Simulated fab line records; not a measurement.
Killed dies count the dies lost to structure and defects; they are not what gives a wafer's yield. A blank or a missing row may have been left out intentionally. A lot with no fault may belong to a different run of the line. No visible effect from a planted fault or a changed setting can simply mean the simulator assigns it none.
fab line records	flow n5Finfet
[record] lots = 24	wafers = 72	lastDay = 18
route steps=1938 shown BEOL_M10@1488 BEOL_M11@1569
lots untouched by any fault: they come from a run of this same line in which no faults occurred
startH: start of the lot's first displayed wafer, in hours after the record's first day	waitH: how many hours have passed since the lot's step before this one	" same as the row above	L1.1+2: several wafers, shown together as one row	- no value, or no start was given	* or withheld: withheld	< > ~ a bound
route shown NAME@n: NAME is a module with steps in the file, n the number in the route of the first one	usual: mean and standard deviation over wafers with no fault	same: alike in all rows	chamber/n: place in a boat	sites: readings site by site	_std_site: standard deviation across them	_edge_site: inner sites' mean taken away from outer sites' mean	radiusMm: how far each site lies from the wafer's centre	mask NAME#n: copy n	behind: the last tool/chamber to shape the wafer	hold: the reason the lot was held/the length of the hold in hours/how it ended	device: transistor that didn't switch, given as n, p or np	end of line: the tests these same wafers got at the end of their route	a step without rows: its recipe alone	killed: dies lost to structure and defects at the first sort, not the wafer's yield	map: the dies of a wafer, with x for killed, . for not killed, _ for no die there
set.NAME: the setting as run; set.NAME@STEP: as run at that earlier step	model.NAME: the simulator's own value behind a step, which no gauge read
one table for each step of the route and one row for each wafer, over a sample of lots
services: a tool's chamber out of use, with start hour (startH, from the record's first day; less than 0 if before it), hours out, and reason
[[steps]]
[step N5_BEOL_M10_ETCH_62]
[recipe] chemistry = N2/H2	target = SOC	targetDepthA = 1100	overetchA = 220	maskMaterial = SiARC	tempC = 40	timeS = 165	ionEnergyEv = 200	pressureMtorr = 30	sourceW = 840	biasW = 150	n2FlowSccm = 200	h2FlowSccm = 200
[usual] drypumpMotorCurrentA = 5.7/0.33	h2FlowSccm = 200.0/0.6	oesProductAu = 0.67/0.061	rfVppV = 524.1/2.7	showerheadPlenumPTorr = 2.54/0.089	throttleValvePct = 17.85/0.25
lot.wafer	tool	chamber	startH	waitH	drypumpMotorCurrentA	h2FlowSccm	oesProductAu	rfHoursCounterH	rfVppV	showerheadPlenumPTorr	throttleValvePct
L074.1	rieDiel-05	2	234.02	0.0	5.9	200.7	0.76	35	524.2	2.51	18.31
L074.3	"	0	"	"	5.8	199.7	0.62	200	523.2	2.51	17.83
L074.5	"	2	"	"	5.9	199.8	0.76	-	522.1	2.51	18.32
L075.3	rieDiel-03	0	234.06	0.0	5.6	199.5	0.58	215	527.0	2.61	18.22
L075.4	"	3	"	"	5.6	200.6	0.69	84	524.0	2.57	17.69
L075.6	"	2	"	"	5.7	199.8	0.62	-	519.9	2.43	17.93
L076.1	rieDiel-03	2	251.46	0.0	5.7	199.7	0.61	193	520.7	2.43	17.94
L076.3	"	3	"	"	5.6	200.0	0.69	90	525.7	2.57	17.69
L076.6	"	0	"	"	5.6	198.9	0.58	-	525.4	2.61	18.23
L077.1	rieDiel-01	3	251.94	0.0	5.1	199.7	0.76	26	529.8	2.70	17.55
L077.3	"	1	"	"	5.9	199.8	0.65	135	528.0	2.65	17.67
L077.5	"	0	"	"	6.2	199.7	0.64	-	522.4	2.52	17.85
L078.2	rieDiel-03	3	258.22	0.0	5.6	200.4	0.67	92	525.0	2.56	17.70
L078.4	"	1	"	"	5.4	200.7	0.58	243	519.9	2.37	17.91
L078.5	"	2	"	"	5.7	201.1	0.61	-	520.5	2.43	17.95
L079.3	rieDiel-03	0	258.47	0.0	5.6	200.4	0.58	223	525.9	2.60	18.24
L079.4	"	2	"	"	5.7	200.8	0.61	195	519.3	2.43	17.95
L079.6	"	0	"	"	5.6	199.6	0.58	-	525.1	2.60	18.24
L080.1	rieDiel-01	1	258.81	0.0	5.9	199.0	0.65	137	527.6	2.65	17.66
L080.2	"	3	"	"	5.1	199.8	0.76	28	527.4	2.70	17.57
L080.6	"	1	"	"	5.9	198.5	0.65	-	526.0	2.65	17.67
L081.2	rieDiel-01	3	279.86	0.0	5.1	201.4	0.75	36	526.8	2.69	17.59
L081.4	"	1	"	"	5.9	200.6	0.65	144	527.6	2.64	17.66
L081.5	"	3	"	"	5.1	200.5	0.74	-	527.4	2.69	17.57
L082.2	rieDiel-01	1	283.04	0.0	5.9	199.0	0.64	145	528.1	2.64	17.67
L082.4	"	0	"	"	6.2	200.2	0.64	163	523.1	2.52	17.88
L082.6	"	0	"	"	6.2	200.0	0.64	-	522.4	2.52	17.86
L083.2	rieDiel-01	3	287.88	0.0	5.1	200.2	0.74	39	528.3	2.69	17.58
L083.4	"	2	"	"	6.2	200.2	0.74	55	524.5	2.57	17.73
L083.5	"	0	"	"	6.2	201.2	0.64	-	524.1	2.52	17.87
L084.1	rieDiel-01	1	288.24	0.0	5.9	199.9	0.64	147	526.6	2.64	17.67
L084.3	"	2	"	"	6.2	200.7	0.74	55	525.0	2.57	17.73
L084.4	"	0	"	"	6.2	200.7	0.64	165	523.8	2.52	17.87
L085.3	rieDiel-01	2	309.06	0.0	6.2	199.1	0.72	64	525.3	2.56	17.76
L085.5	"	1	"	"	5.9	199.2	0.64	-	527.0	2.64	17.70
L085.6	"	0	"	"	6.2	200.5	0.63	-	523.6	2.51	17.87
L087.2	rieDiel-01	2	311.78	0.0	6.2	199.6	0.73	65	525.3	2.56	17.75
L087.4	"	1	"	"	5.9	199.8	0.63	-	526.7	2.64	17.70
L087.6	"	2	"	"	6.2	199.6	0.72	-	524.9	2.56	17.76
L088.2	rieDiel-05	0	311.82	0.0	5.8	200.4	0.60	225	523.2	2.50	17.86
L088.3	"	1	"	"	5.8	199.5	0.69	86	523.8	2.55	17.39
L088.5	"	2	"	"	5.9	200.5	0.72	-	523.0	2.49	18.36
L086.1	rieDiel-05	2	314.18	0.0	5.9	199.7	0.71	67	520.9	2.49	18.37
L086.2	"	3	"	"	5.3	198.9	0.71	57	523.4	2.46	18.03
L086.5	"	0	"	"	5.8	200.2	0.60	-	522.4	2.50	17.87
L089.2	rieDiel-03	3	315.29	0.0	5.6	199.7	0.66	113	524.9	2.56	17.74
L089.4	"	0	"	"	5.5	200.8	0.57	239	524.4	2.60	18.27
L089.6	"	2	"	"	5.7	200.0	0.60	-	520.2	2.42	17.98
L091.2	rieDiel-05	2	320.30	0.0	5.9	199.2	0.71	69	522.6	2.49	18.37
L091.4	"	3	"	"	5.3	200.5	0.70	-	521.0	2.46	18.05
L091.6	"	0	"	"	5.8	199.9	0.60	-	523.4	2.50	17.88
L090.1	rieDiel-03	3	328.35	0.0	5.7	199.2	0.66	117	523.4	2.55	17.73
L090.5	"	1	"	"	5.4	199.6	0.78	-	527.7	2.67	17.62
L090.6	"	0	"	"	5.6	200.1	0.57	-	525.1	2.60	18.29
L092.2	rieDiel-03	2	340.21	0.0	5.7	200.4	0.60	226	520.9	2.42	18.00
L092.5	"	3	"	"	5.6	199.6	0.65	-	523.3	2.55	17.75
L092.6	"	2	"	"	5.7	199.6	0.60	-	520.7	2.41	18.01
L093.3	rieDiel-03	2	340.53	0.0	5.7	200.4	0.59	227	520.7	2.42	18.01
L093.4	"	1	"	"	5.4	199.5	0.78	-	528.4	2.67	17.62
L093.5	"	3	"	"	5.6	201.7	0.65	-	524.7	2.55	17.75
L094.4	rieDiel-01	1	348.34	0.0	6.0	201.2	0.63	173	527.3	2.63	17.71
L094.5	"	0	"	"	6.2	199.6	0.63	-	522.5	2.51	17.91
L094.6	"	1	"	"	5.9	200.2	0.63	-	526.0	2.63	17.71
L095.1	rieDiel-03	2	360.54	0.1	5.7	199.0	0.59	236	519.2	2.41	18.02
L095.5	"	2	"	"	5.7	199.8	0.59	-	520.0	2.41	18.01
L095.6	"	1	"	"	5.4	200.8	0.76	-	528.6	2.67	17.63
L097.1	rieDiel-05	3	377.49	0.0	5.3	199.9	0.69	82	522.4	2.45	18.08
L097.4	"	2	"	"	5.9	199.8	0.70	-	521.5	2.48	18.41
L097.5	"	3	"	"	5.3	200.2	0.68	-	521.9	2.45	18.08
L096.1	rieDiel-05	2	380.84	0.0	5.9	199.8	0.69	94	521.3	2.48	18.41
L096.2	"	3	"	"	5.3	201.1	0.68	83	520.8	2.45	18.08
L096.3	"	1	"	"	5.8	199.3	0.68	112	525.3	2.54	17.43
[step N5_BEOL_M10_INSPECT_30]
[recipe] mode = adi	inspectInstrument = brightfield
[usual] rawDefectCount = 456/110
lot.wafer	tool	chamber	startH	waitH	rawDefectCount
L074.1	defectInspect-02	-	237.61	0.0	468
L074.3	"	-	"	"	593
L074.5	"	-	"	"	512
L075.3	defectInspect-01	-	237.78	0.0	516
L075.4	"	-	"	"	531
L075.6	"	-	"	"	580
L076.1	defectInspect-01	-	252.51	0.0	334
L076.3	"	-	"	"	444
L076.6	"	-	"	"	391
L077.1	defectInspect-02	-	253.64	0.0	550
L077.3	"	-	"	"	708
L077.5	"	-	"	"	560
L078.2	defectInspect-01	-	259.07	0.0	383
L078.4	"	-	"	"	402
L078.5	"	-	"	"	501
L079.3	defectInspect-02	-	259.31	0.0	311
L079.4	"	-	"	"	291
L079.6	"	-	"	"	376
L080.1	defectInspect-02	-	260.51	0.0	358
L080.2	"	-	"	"	442
L080.6	"	-	"	"	530
L081.2	defectInspect-02	-	281.65	0.0	312
L081.4	"	-	"	"	405
L081.5	"	-	"	"	519
L082.2	defectInspect-01	-	284.24	0.0	514
L082.4	"	-	"	"	552
L082.6	"	-	"	"	660
L084.1	defectInspect-01	-	289.06	0.0	387
L084.3	"	-	"	"	359
L084.4	"	-	"	"	362
L083.2	defectInspect-02	-	292.45	0.0	511
L083.4	"	-	"	"	429
L083.5	"	-	"	"	446
L085.3	defectInspect-01	-	311.50	0.0	323
L085.5	"	-	"	"	304
L085.6	"	-	"	"	427
L087.2	defectInspect-02	-	314.40	0.0	664
L087.4	"	-	"	"	559
L087.6	"	-	"	"	578
L088.2	defectInspect-01	-	314.61	0.0	473
L088.3	"	-	"	"	350
L088.5	"	-	"	"	452
L086.1	defectInspect-02	-	315.34	0.0	504
L086.2	"	-	"	"	448
L086.5	"	-	"	"	477
L089.2	defectInspect-02	-	316.58	0.0	435
L089.4	"	-	"	"	349
L089.6	"	-	"	"	609
L091.2	defectInspect-02	-	324.23	0.0	446
L091.4	"	-	"	"	413
L091.6	"	-	"	"	386
L090.1	defectInspect-02	-	330.57	0.0	495
L090.5	"	-	"	"	677
L090.6	"	-	"	"	556
L092.2	defectInspect-02	-	341.71	0.0	339
L092.5	"	-	"	"	330
L092.6	"	-	"	"	453
L093.3	defectInspect-02	-	341.87	0.0	411
L093.4	"	-	"	"	355
L093.5	"	-	"	"	409
L094.4	defectInspect-01	-	353.55	0.0	561
L094.5	"	-	"	"	484
L094.6	"	-	"	"	409
L095.1	defectInspect-01	-	361.75	0.0	457
L095.5	"	-	"	"	463
L095.6	"	-	"	"	436
L097.1	defectInspect-02	-	379.28	0.0	783
L097.4	"	-	"	"	841
L097.5	"	-	"	"	636
L096.1	defectInspect-01	-	383.38	0.0	239
L096.2	"	-	"	"	230
L096.3	"	-	"	"	302
[step N5_BEOL_M10_DEGAS_44]
[recipe] ambient = vacuum	tempC = 250	timeS = 60
[usual] heaterPowerW = 336/23
lot.wafer	tool	chamber	startH	waitH	heaterPowerW
L074.1	pvdSputter-01	-	239.00	0.3	354
L074.3	"	-	"	"	296
L074.5	"	-	"	"	328
L075.3	pvdSputter-01	-	239.54	0.3	323
L075.4	"	-	"	"	372
L075.6	"	-	"	"	296
L076.1	pvdSputter-03	-	254.44	1.2	311
L076.3	"	-	"	"	345
L076.6	"	-	"	"	338
L077.1	pvdSputter-02	-	254.71	0.3	311
L077.3	"	-	"	"	327
L077.5	"	-	"	"	331
L078.2	pvdSputter-02	-	260.51	0.6	307
L078.4	"	-	"	"	339
L078.5	"	-	"	"	338
L079.3	pvdSputter-02	-	260.59	0.4	334
L079.4	"	-	"	"	313
L079.6	"	-	"	"	317
L080.1	pvdSputter-02	-	261.59	0.3	314
L080.2	"	-	"	"	367
L080.6	"	-	"	"	325
L081.2	pvdSputter-01	-	282.72	0.2	340
L081.4	"	-	"	"	376
L081.5	"	-	"	"	304
L082.2	pvdSputter-01	-	285.48	0.4	370
L082.4	"	-	"	"	332
L082.6	"	-	"	"	374
L084.1	pvdSputter-01	-	292.69	2.9	350
L084.3	"	-	"	"	339
L084.4	"	-	"	"	296
L083.2	pvdSputter-01	-	294.03	0.8	301
L083.4	"	-	"	"	341
L083.5	"	-	"	"	324
L085.3	pvdSputter-02	-	314.11	1.7	323
L085.5	"	-	"	"	307
L085.6	"	-	"	"	331
L087.2	pvdSputter-03	-	316.30	0.4	336
L087.4	"	-	"	"	371
L087.6	"	-	"	"	333
L088.2	pvdSputter-02	-	316.31	0.5	329
L088.3	"	-	"	"	368
L088.5	"	-	"	"	365
L086.1	pvdSputter-02	-	316.47	0.3	330
L086.2	"	-	"	"	312
L086.5	"	-	"	"	333
L089.2	pvdSputter-01	-	317.75	0.3	336
L089.4	"	-	"	"	334
L089.6	"	-	"	"	367
L091.2	pvdSputter-02	-	325.27	0.2	338
L091.4	"	-	"	"	327
L091.6	"	-	"	"	369
L090.1	pvdSputter-01	-	331.71	0.3	374
L090.5	"	-	"	"	343
L090.6	"	-	"	"	299
L092.2	pvdSputter-02	-	342.98	0.4	325
L092.5	"	-	"	"	328
L092.6	"	-	"	"	364
L093.3	pvdSputter-03	-	343.62	0.6	315
L093.4	"	-	"	"	345
L093.5	"	-	"	"	365
L094.4	pvdSputter-02	-	354.90	0.2	328
L094.5	"	-	"	"	337
L094.6	"	-	"	"	328
L095.1	pvdSputter-01	-	364.88	0.9	332
L095.5	"	-	"	"	367
L095.6	"	-	"	"	297
L097.1	pvdSputter-03	-	380.52	0.5	345
L097.4	"	-	"	"	328
L097.5	"	-	"	"	329
L096.1	pvdSputter-02	-	384.75	0.5	337
L096.2	"	-	"	"	338
L096.3	"	-	"	"	311
[step N5_BEOL_M10_ANNEAL_51]
[recipe] tempC = 225	timeS = 90	ambient = N2
[usual] wafer_temp_C_max = 225.87/0.25
lot.wafer	tool	chamber	startH	waitH	wafer_temp_C_max
L074.1	rtpAnneal-01	0	239.97	0.1	226.06
L074.3	"	0	"	"	225.65
L074.5	"	0	"	"	226.16
L075.3	rtpAnneal-01	0	244.28	0.3	225.67
L075.4	"	0	"	"	225.97
L075.6	"	0	"	"	225.99
L076.1	rtpAnneal-01	0	255.33	0.2	226.22
L076.3	"	0	"	"	226.13
L076.6	"	0	"	"	226.14
L077.1	rtpAnneal-02	0	255.65	0.1	225.68
L077.3	"	0	"	"	225.59
L077.5	"	0	"	"	225.99
L078.2	rtpAnneal-02	0	261.54	0.2	225.89
L078.4	"	0	"	"	225.63
L078.5	"	0	"	"	225.86
L079.3	rtpAnneal-02	0	261.86	0.4	225.45
L079.4	"	0	"	"	225.74
L079.6	"	0	"	"	225.32
L080.1	rtpAnneal-02	0	265.39	0.1	226.10
L080.2	"	0	"	"	225.94
L080.6	"	0	"	"	225.78
L081.2	rtpAnneal-02	0	284.19	0.3	225.83
L081.4	"	0	"	"	225.49
L081.5	"	0	"	"	225.74
L082.2	rtpAnneal-02	0	286.33	0.1	225.74
L082.4	"	0	"	"	225.69
L082.6	"	0	"	"	225.88
L084.1	rtpAnneal-02	0	294.18	0.1	226.01
L084.3	"	0	"	"	225.94
L084.4	"	0	"	"	225.70
L083.2	rtpAnneal-01	0	295.46	0.1	225.64
L083.4	"	0	"	"	225.90
L083.5	"	0	"	"	225.86
L085.3	rtpAnneal-01	0	315.90	0.2	225.84
L085.5	"	0	"	"	226.33
L085.6	"	0	"	"	225.91
L087.2	rtpAnneal-01	0	317.51	0.3	225.99
L087.4	"	0	"	"	226.29
L087.6	"	0	"	"	225.69
L088.2	rtpAnneal-01	0	317.78	0.5	225.93
L088.3	"	0	"	"	225.56
L088.5	"	0	"	"	225.77
L086.1	rtpAnneal-02	0	318.38	1.0	226.07
L086.2	"	0	"	"	225.97
L086.5	"	0	"	"	226.23
L089.2	rtpAnneal-01	0	319.95	0.1	226.21
L089.4	"	0	"	"	226.07
L089.6	"	0	"	"	226.04
L091.2	rtpAnneal-02	0	326.99	0.8	225.97
L091.4	"	0	"	"	225.82
L091.6	"	0	"	"	225.56
L090.1	rtpAnneal-02	0	332.97	0.2	225.50
L090.5	"	0	"	"	226.10
L090.6	"	0	"	"	225.57
L092.2	rtpAnneal-01	0	344.01	0.2	226.20
L092.5	"	0	"	"	225.93
L092.6	"	0	"	"	226.69
L093.3	rtpAnneal-02	0	345.67	0.6	225.57
L093.4	"	0	"	"	225.79
L093.5	"	0	"	"	225.96
L094.4	rtpAnneal-01	0	356.73	0.8	225.61
L094.5	"	0	"	"	225.83
L094.6	"	0	"	"	226.02
L095.1	rtpAnneal-01	0	365.91	0.1	225.73
L095.5	"	0	"	"	226.08
L095.6	"	0	"	"	225.80
L097.1	rtpAnneal-02	0	382.08	0.7	225.66
L097.4	"	0	"	"	225.86
L097.5	"	0	"	"	225.52
L096.1	rtpAnneal-02	0	385.61	0.1	225.93
L096.2	"	0	"	"	225.75
L096.3	"	0	"	"	225.85
[step N5_BEOL_M11_OVL_MEAS_29]
[recipe] pointsPerWafer = 44
[usual] V10_OVL = -0.3/0.69
lot.wafer	tool	chamber	startH	waitH	V10_OVL[nm]
L074.1	overlay-01	0	245.76	0.0	0.4
L074.3	"	0	"	"	-0.9
L074.5	"	0	"	"	-0.7
L075.3	overlay-01	0	249.85	0.0	-0.8
L075.4	"	0	"	"	-0.3
L075.6	"	0	"	"	-0.2
L076.1	overlay-02	0	259.35	0.0	-0.5
L076.3	"	0	"	"	0.1
L076.6	"	0	"	"	-0.4
L077.1	overlay-01	0	260.27	0.0	0.5
L077.3	"	0	"	"	-0.6
L077.5	"	0	"	"	-0.2
L079.3	overlay-01	0	271.61	0.0	-0.1
L079.4	"	0	"	"	-0.1
L079.6	"	0	"	"	-0.7
L078.2	overlay-01	0	271.65	0.0	-0.3
L078.4	"	0	"	"	1.1
L078.5	"	0	"	"	1.1
L080.1	overlay-01	0	271.70	0.0	-0.5
L080.2	"	0	"	"	-0.5
L080.6	"	0	"	"	1.0
L081.2	overlay-01	0	288.23	0.0	-0.8
L081.4	"	0	"	"	-1.9
L081.5	"	0	"	"	-1.2
L082.2	overlay-01	0	292.29	0.0	-0.8
L082.4	"	0	"	"	-0.6
L082.6	"	0	"	"	-0.5
L083.2	overlay-02	0	300.86	0.0	0.8
L083.4	"	0	"	"	1.2
L083.5	"	0	"	"	0.4
L084.1	overlay-02	0	301.03	0.0	0.1
L084.3	"	0	"	"	-0.8
L084.4	"	0	"	"	0.8
L085.3	overlay-02	0	319.10	0.0	-0.4
L085.5	"	0	"	"	-0.9
L085.6	"	0	"	"	-1.4
L087.2	overlay-01	0	324.11	0.0	-1.2
L087.4	"	0	"	"	-1.3
L087.6	"	0	"	"	-1.6
L088.2	overlay-02	0	324.32	0.0	-0.5
L088.3	"	0	"	"	0.5
L088.5	"	0	"	"	-1.0
L086.1	overlay-02	0	324.49	0.0	-0.1
L086.2	"	0	"	"	0.8
L086.5	"	0	"	"	-0.2
L089.2	overlay-02	0	325.60	0.0	0.0
L089.4	"	0	"	"	0.5
L089.6	"	0	"	"	-0.3
L091.2	overlay-02	0	334.97	0.0	-0.9
L091.4	"	0	"	"	-0.1
L091.6	"	0	"	"	-0.9
L090.1	overlay-01	0	338.93	0.0	-1.2
L090.5	"	0	"	"	-0.6
L090.6	"	0	"	"	-1.0
L092.2	overlay-02	0	347.53	0.0	-0.2
L092.5	"	0	"	"	-0.1
L092.6	"	0	"	"	0.3
L093.3	overlay-01	0	353.40	0.0	-0.1
L093.4	"	0	"	"	0.1
L093.5	"	0	"	"	-0.7
L094.4	overlay-01	0	360.78	0.0	-1.4
L094.5	"	0	"	"	-0.2
L094.6	"	0	"	"	-0.4
L095.1	overlay-02	0	370.93	0.0	-0.3
L095.5	"	0	"	"	0.3
L095.6	"	0	"	"	0.1
L097.1	overlay-01	0	389.34	0.0	-0.1
L097.4	"	0	"	"	-0.8
L097.5	"	0	"	"	0.0
L096.1	overlay-01	0	392.47	0.0	-1.3
L096.2	"	0	"	"	1.0
L096.3	"	0	"	"	-0.4
[step N5_BEOL_M11_ETCH_65]
[recipe] chemistry = CF4	target = SiARC	targetDepthA = 390	maskMaterial = CAR-ArF	timeS = 65	ionEnergyEv = 80	pressureMtorr = 40	sourceW = 545	biasW = 36	Ar_flow_sccm = 100	cf4FlowSccm = 100	ends = cleared
[usual] drypumpMotorCurrentA = 5.6/0.5	etchRfOnTimeS = 65.2/1.6	oesProductAu = 0.68/0.068	rfVppV = 183.9/1.1	showerheadPlenumPTorr = 2.13/0.061	throttleValvePct = 15.7/0.31
lot.wafer	tool	chamber	startH	waitH	drypumpMotorCurrentA	etchRfOnTimeS	oesProductAu	rfHoursCounterH	rfVppV	showerheadPlenumPTorr	throttleValvePct
L074.1	rieDiel-02	0	245.85	0.0	5.9	63.6	0.64	193	183.2	2.13	16.0
L074.3	"	2	"	"	5.8	67.5	0.56	246	184.6	2.12	15.6
L074.5	"	0	"	"	6.0	63.9	0.64	-	185.2	2.13	16.0
L075.3	rieDiel-04	1	249.94	0.0	6.5	65.8	0.66	127	184.2	2.14	15.4
L075.4	"	0	"	"	5.6	64.9	0.79	12	184.0	2.11	15.7
L075.6	"	2	"	"	6.1	66.4	0.58	-	184.6	2.20	16.0
L076.1	rieDiel-06	0	259.44	0.0	5.4	67.1	0.69	86	184.3	2.09	15.8
L076.3	"	2	"	"	4.8	68.3	0.74	25	185.1	2.19	15.3
L076.6	"	2	"	"	4.8	67.8	0.74	-	185.7	2.19	15.3
L077.1	rieDiel-02	2	260.36	0.0	5.8	68.4	0.55	249	183.5	2.12	15.6
L077.3	"	0	"	"	6.0	64.5	0.63	198	184.3	2.12	16.0
L077.5	"	0	"	"	6.0	64.6	0.63	-	185.0	2.12	16.0
L079.3	rieDiel-04	0	271.70	0.0	5.6	64.4	0.78	17	184.2	2.11	15.7
L079.4	"	1	"	"	6.5	64.7	0.66	135	182.0	2.14	15.4
L079.6	"	3	"	"	5.3	65.7	0.59	-	185.3	2.21	15.6
L078.2	rieDiel-02	3	272.00	0.0	5.1	64.0	0.64	155	182.8	2.07	16.2
L078.4	"	0	"	"	5.9	64.0	0.62	-	184.5	2.12	16.0
L078.5	"	1	"	"	5.9	63.3	0.70	-	183.1	2.07	15.3
L080.1	rieDiel-06	1	272.04	0.0	5.1	67.3	0.78	12	185.7	2.28	15.4
L080.2	"	3	"	"	5.3	63.7	0.62	202	183.1	2.05	16.1
L080.6	"	1	"	"	5.1	67.0	0.78	-	185.3	2.28	15.4
L081.2	rieDiel-02	2	288.33	0.0	5.8	64.9	0.81	3	183.1	2.11	15.2
L081.4	"	1	"	"	5.9	63.1	0.69	103	183.8	2.07	15.3
L081.5	"	3	"	"	5.1	63.9	0.64	-	181.1	2.07	16.2
L082.2	rieDiel-02	2	292.74	0.0	5.8	64.2	0.81	4	182.7	2.11	15.2
L082.4	"	3	"	"	5.0	63.4	0.64	163	182.3	2.07	16.2
L082.6	"	1	"	"	5.9	62.4	0.69	-	181.6	2.07	15.4
L083.2	rieDiel-06	1	301.03	0.0	5.2	67.1	0.76	22	187.2	2.27	15.4
L083.4	"	2	"	"	4.8	69.0	0.72	38	184.2	2.19	15.3
L083.5	"	1	"	"	5.1	67.5	0.75	-	185.3	2.27	15.4
L084.1	rieDiel-04	1	301.12	0.0	6.5	66.0	0.64	148	184.6	2.13	15.4
L084.3	"	3	"	"	5.3	66.1	0.59	239	183.8	2.21	15.7
L084.4	"	3	"	"	5.3	65.8	0.59	-	184.4	2.21	15.7
L085.3	rieDiel-02	3	319.19	0.0	5.0	63.6	0.64	172	182.7	2.07	16.2
L085.5	"	1	"	"	5.9	63.0	0.68	-	184.1	2.07	15.4
L085.6	"	0	"	"	5.9	64.1	0.62	-	184.1	2.12	16.1
L087.2	rieDiel-02	1	324.30	0.0	5.9	62.1	0.69	115	183.2	2.07	15.4
L087.4	"	2	"	"	5.8	64.2	0.79	14	182.9	2.11	15.2
L087.6	"	3	"	"	5.0	62.8	0.64	-	181.7	2.07	16.2
L088.2	rieDiel-04	1	324.71	0.0	6.4	65.7	0.64	154	185.5	2.13	15.4
L088.3	"	0	"	"	5.5	65.7	0.74	37	183.7	2.10	15.7
L088.5	"	1	"	"	6.5	65.6	0.64	-	184.9	2.13	15.4
L086.1	rieDiel-02	2	324.77	0.0	5.8	65.2	0.79	14	183.0	2.11	15.2
L086.2	"	0	"	"	6.0	64.3	0.61	222	182.9	2.12	16.1
L086.5	"	1	"	"	5.9	63.1	0.67	-	183.4	2.07	15.4
L089.2	rieDiel-04	2	325.69	0.0	6.1	65.9	0.80	6	183.1	2.20	15.5
L089.4	"	0	"	"	5.5	65.3	0.74	38	185.1	2.10	15.7
L089.6	"	2	"	"	6.2	65.9	0.80	-	184.0	2.20	15.5
L091.2	rieDiel-04	2	335.42	0.0	6.1	65.1	0.79	9	184.3	2.20	15.5
L091.4	"	1	"	"	6.5	64.5	0.64	157	184.6	2.13	15.4
L091.6	"	2	"	"	6.1	65.5	0.79	-	184.3	2.20	15.5
L090.1	rieDiel-02	1	339.03	0.0	5.9	62.7	0.68	119	183.9	2.07	15.4
L090.5	"	0	"	"	6.0	63.9	0.61	-	183.2	2.11	16.1
L090.6	"	1	"	"	5.9	62.3	0.68	-	182.1	2.06	15.4
L092.2	rieDiel-06	1	348.08	0.0	5.2	66.6	0.73	38	185.4	2.27	15.4
L092.5	"	1	"	"	5.2	66.8	0.74	-	186.1	2.27	15.4
L092.6	"	0	"	"	5.3	65.9	0.66	-	184.0	2.08	15.9
L093.3	rieDiel-06	0	353.50	0.0	5.3	66.4	0.66	117	182.8	2.08	15.9
L093.4	"	0	"	"	5.3	66.6	0.66	-	183.0	2.08	15.9
L093.5	"	2	"	"	4.8	67.3	0.71	-	183.1	2.18	15.4
L094.4	rieDiel-04	1	360.90	0.0	6.5	65.1	0.62	-	182.7	2.13	15.5
L094.5	"	2	"	"	6.1	65.9	0.77	-	185.1	2.19	15.6
L094.6	"	0	"	"	5.5	66.0	0.72	-	183.0	2.10	15.7
L095.1	rieDiel-06	1	371.02	0.0	5.1	66.9	0.73	47	185.9	2.26	15.4
L095.5	"	1	"	"	5.2	66.8	0.72	-	186.9	2.26	15.4
L095.6	"	2	"	"	4.8	67.7	0.69	-	185.1	2.18	15.4
L097.1	rieDiel-04	2	389.43	0.0	6.1	65.9	0.75	30	184.5	2.19	15.6
L097.4	"	2	"	"	6.1	65.9	0.75	-	184.6	2.19	15.6
L097.5	"	3	"	"	5.3	63.8	0.80	-	183.3	2.20	15.2
L096.1	rieDiel-04	0	392.57	0.0	5.6	65.7	0.72	60	184.1	2.09	15.8
L096.2	"	2	"	"	6.1	65.9	0.75	31	184.9	2.19	15.6
L096.3	"	3	"	"	5.3	63.8	0.80	9	185.5	2.20	15.2
[[services]]
tool	chamber	startH	hours	kind
rieDiel-06	2	218.19	13.6	repair
rieDiel-06	0	220.16	6.2	repair
rieDiel-02	3	243.66	9.1	repair
rieDiel-02	2	249.10	3.6	repair
rieDiel-03	-	253.52	0.4	repair
rieDiel-05	0	265.47	8.7	repair
rieDiel-06	-	266.11	2.8	pm
rieDiel-04	0	266.58	4.5	repair
rieDiel-05	2	279.25	2.4	repair
rieDiel-05	0	287.52	1.8	repair
rieDiel-01	3	288.67	23.6	repair
pvdSputter-02	-	288.91	7.9	repair
rieDiel-05	1	290.79	6.3	repair
rieDiel-03	0	293.22	10.1	repair
pvdSputter-02	-	303.50	6.2	repair
rieDiel-01	0	317.16	9.8	repair
rieDiel-05	1	317.84	8.7	repair
rieDiel-06	3	330.98	3.6	repair
rieDiel-03	0	336.21	4.9	repair
rieDiel-06	3	344.09	19.8	repair
rieDiel-01	-	349.21	14.6	pm
rieDiel-03	3	359.58	7.1	repair
rieDiel-01	0	372.32	7.8	repair
rieDiel-03	0	390.45	5.0	repair
[[key]]
fault none
